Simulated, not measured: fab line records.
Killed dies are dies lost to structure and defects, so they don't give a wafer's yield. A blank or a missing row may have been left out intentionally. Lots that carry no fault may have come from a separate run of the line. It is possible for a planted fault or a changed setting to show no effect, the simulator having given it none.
Lot-split experiment	flow n5-finfet	route with 1938 steps; 7 lots, 21 wafers read

## THE SPLIT
At N5_BEOL_M0_SAQP_COAT_82 (time 60 s, resist thk 30 nm), the setting spin-rpm was moved away from the recipe's 1500 rpm on 6 of the 21 wafers read, by -10.5% to +5.9%. For the rest of the wafers, this setting stayed at what the recipe calls for.

## FROM THE SPLIT TO THE READING: what the file shows between them, 5 steps
- N5_BEOL_M0_SAQP_EXPOSE_11: exposes mask M0 CORE, target cd 42 nm (also split here: dose-mj)
- N5_BEOL_M0_SAQP_PEB_12: peb time 60 s
- N5_BEOL_M0_SAQP_DEVELOP_13: develop time 30 s
- N5_BEOL_M0_SAQP_CD_MEAS_14: target cd 42.5 nm
- N5_BEOL_M0_SAQP_DESCUM_19: chemistry O2, time 7.9 s

## THE READING
etch.depth-nm (the simulator's own value, which no gauge read), in nm, at N5_BEOL_M0_SAQP_ETCH_83 (etches SiARC in CF4, target depth 39 nm, time 65 s). The file gives no usual value for it. The 15 wafers here that ran the recipe average 30.04 nm, standard deviation 0.093 nm.

wafer	tool, chamber at the split	spin-rpm as run, rpm	against the recipe	etch.depth-nm, nm	against lot-mates on the recipe
L075.3	litho-track-03, 0	1342	-10.5%	31.98	+1.78
L075.4	litho-track-03, 0	1500	recipe	30.2	-
L075.5	litho-track-03, 0	1342	-10.5%	31.91	+1.71
L078.1	litho-track-01, 0	1500	recipe	30.1	-
L078.2	litho-track-01, 0	1589	+5.9%	29.25	-0.88
L078.6	litho-track-01, 0	1500	recipe	30.15	-
L079.4	litho-track-01, 0	1500	recipe	29.92	-
L079.5	litho-track-01, 0	1500	recipe	29.95	-
L079.6	litho-track-01, 0	1500	recipe	29.92	-
L090.3	litho-track-03, 0	1500	recipe	29.98	-
L090.5	litho-track-03, 0	1500	recipe	29.99	-
L090.6	litho-track-03, 0	1500	recipe	29.96	-
L091.2	litho-track-01, 0	1410	-6.0%	30.94	+0.91
L091.4	litho-track-01, 0	1500	recipe	30.06	-
L091.6	litho-track-01, 0	1500	recipe	30	-
L092.1	litho-track-01, 0	1500	recipe	30.14	-
L092.3	litho-track-01, 0	1500	recipe	30.13	-
L092.5	litho-track-01, 0	1500	recipe	30.15	-
L094.2	litho-track-01, 0	1557	+3.8%	29.5	-0.46
L094.3	litho-track-01, 0	1557	+3.8%	29.3	-0.66
L094.5	litho-track-01, 0	1500	recipe	29.96	-

THE FIT
A straight line over all 21 wafers: etch.depth-nm changes by -0.17 nm for each +1% of spin-rpm; r = -0.99; the points scatter about the line by 0.11 nm.
The same after taking each lot's own level away (the mean of its wafers on the recipe; 21 wafers): -0.16 nm for each +1%; r = -1.00; scatter 0.048 nm.
Per that fit: largest spin-rpm move, reading shift of 1.7 nm.
The span of the lots' own levels, 29.930 to 30.200 nm, comes to 2.9 times the standard deviation stated above.
Consequently the slope shifts little with the lot-to-lot level, the two slopes agreeing.
Check: with one of the wafers moved furthest among these (-10.5%) left out of the fit, the line predicts +1.65 nm for it against its lot-mates. Against them it came out at +1.78 nm.

## THESE WAFERS: OTHER SPLITS
Before the reading, these wafers also passed through other splits. Each is held against what the fit with the lots' levels taken away leaves over:
other split on the same wafers	wafers away from the commonest value	r with etch.depth-nm (lot level and that fit taken away)
N5_HKMG_FIN_ETCH_54 bias-w	5	-0.14
N5_MOL_CONTACT_COAG_EXPOSE_05 dose-mj	7	-0.40
N5_MOL_CONTACT_COAG_STRIP_108 temp-c	5	-0.13
N5_BEOL_M0_SAQP_EXPOSE_11 dose-mj	9	+0.18

## THE WHOLE CHAIN: every reading that the file lists as answering this split, in the file's order
step	what it does	reading	change (the file's fit)	r (the file's)
N5_BEOL_M0_SAQP_COAT_82	time 60 s, resist thk 30 nm	SiARC_of_BEOL_M0_SAQP_COAT_82.thk-nm (the simulator's own value, which no gauge read)	-0.169 nm for each +1% of the setting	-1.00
N5_BEOL_M0_SAQP_ETCH_83	etches SiARC in CF4, target depth 39 nm, time 65 s	CAR-ArF_of_BEOL_M0_SAQP_COAT_08.thk-nm (the simulator's own value, which no gauge read)	+0.162 nm for each +1% of the setting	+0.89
N5_BEOL_M0_SAQP_ETCH_83	etches SiARC in CF4, target depth 39 nm, time 65 s	etch.depth-nm (the simulator's own value, which no gauge read)	-0.158 nm for each +1% of the setting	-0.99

## THE FILE'S OWN FIT
etch.depth-nm changes by -0.158 nm for each +1% of spin-rpm, r = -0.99.
